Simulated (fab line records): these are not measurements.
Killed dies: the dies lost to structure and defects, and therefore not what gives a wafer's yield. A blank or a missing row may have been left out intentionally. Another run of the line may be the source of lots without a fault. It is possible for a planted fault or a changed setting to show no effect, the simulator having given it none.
Chamber matching ; flow nand_harc ; rie_diel-01 running NHARC_P_BONDPAD_ACTIVATE_29: 4 sister chambers
The step chemistry N2, time 60 s. 16 wafers are shown with their chamber, then 8 later ones without.

== WAFERS, EACH WITH ITS CHAMBER ==
wafer;chamber;drypump_motor_current_A (A);oes_product_au (a.u.);rf_vpp_V (V)
L678.2;1;6.4;0.997;63.6
L678.4;3;5.8;1.006;61.8
L678.5;2;5.4;0.989;63.5
L682.1;3;5.8;1.006;64.3
L682.3;1;6.4;0.999;64.3
L682.5;0;4.9;0.989;65.8
L688.1;1;6.3;0.998;63.9
L688.2;2;5.3;0.990;62.5
L688.5;2;5.3;0.997;64.8
L690.2;1;6.3;1.008;61.5
L690.3;3;5.8;1.019;64.0
L690.5;3;5.8;1.021;64.1
L695.1;0;4.9;1.003;64.3
L695.2;3;5.8;1.008;64.2
L695.3;2;5.3;0.989;64.8
L696.2;0;4.9;0.997;65.0

SIGNATURES (means of the wafers above)
reading;chamber 0;chamber 1;chamber 2;chamber 3;scatter within a chamber
drypump_motor_current_A;4.900;6.350;5.325;5.800;0.0382
oes_product_au;0.99633;1.00050;0.99125;1.01200;0.00604
rf_vpp_V;65.033;63.325;63.900;63.680;1.08
Rule: for each reading, subtract the chamber's mean from the wafer's reading, divide by that reading's scatter and square the result; add these up over the readings and take the root, which gives the wafer's distance from the chamber. The wafer belongs to the nearest chamber; if the next one is less than 2 further off, it can't be placed. The scatter: the root of (the sum of the squares of (reading less its chamber's mean) over the shown wafers, divided by (wafers less chambers)).

== WAFERS WHOSE CHAMBER IS MISSING ==
wafer;drypump_motor_current_A (A);oes_product_au (a.u.);rf_vpp_V (V)
L696.4;6.3;0.996;62.2
L696.5;5.3;0.991;64.5
L697.3;5.3;0.994;63.6
L697.4;6.4;1.002;63.1
L697.6;5.8;1.016;64.0
L699.1;6.3;1.005;62.7
L699.2;5.3;0.988;65.5
L699.6;5.8;1.017;63.8

== WHICH CHAMBER EACH ONE RAN IN ==
wafer;from the rows above;in truth
L696.4;1;1
L696.5;2;2
L697.3;2;2
L697.4;1;1
L697.6;3;3
L699.1;1;1
L699.2;2;2
L699.6;3;3
Correct placement for 8 of the 8. Left unplaced by these rows: 0. Number placed wrongly: 0.
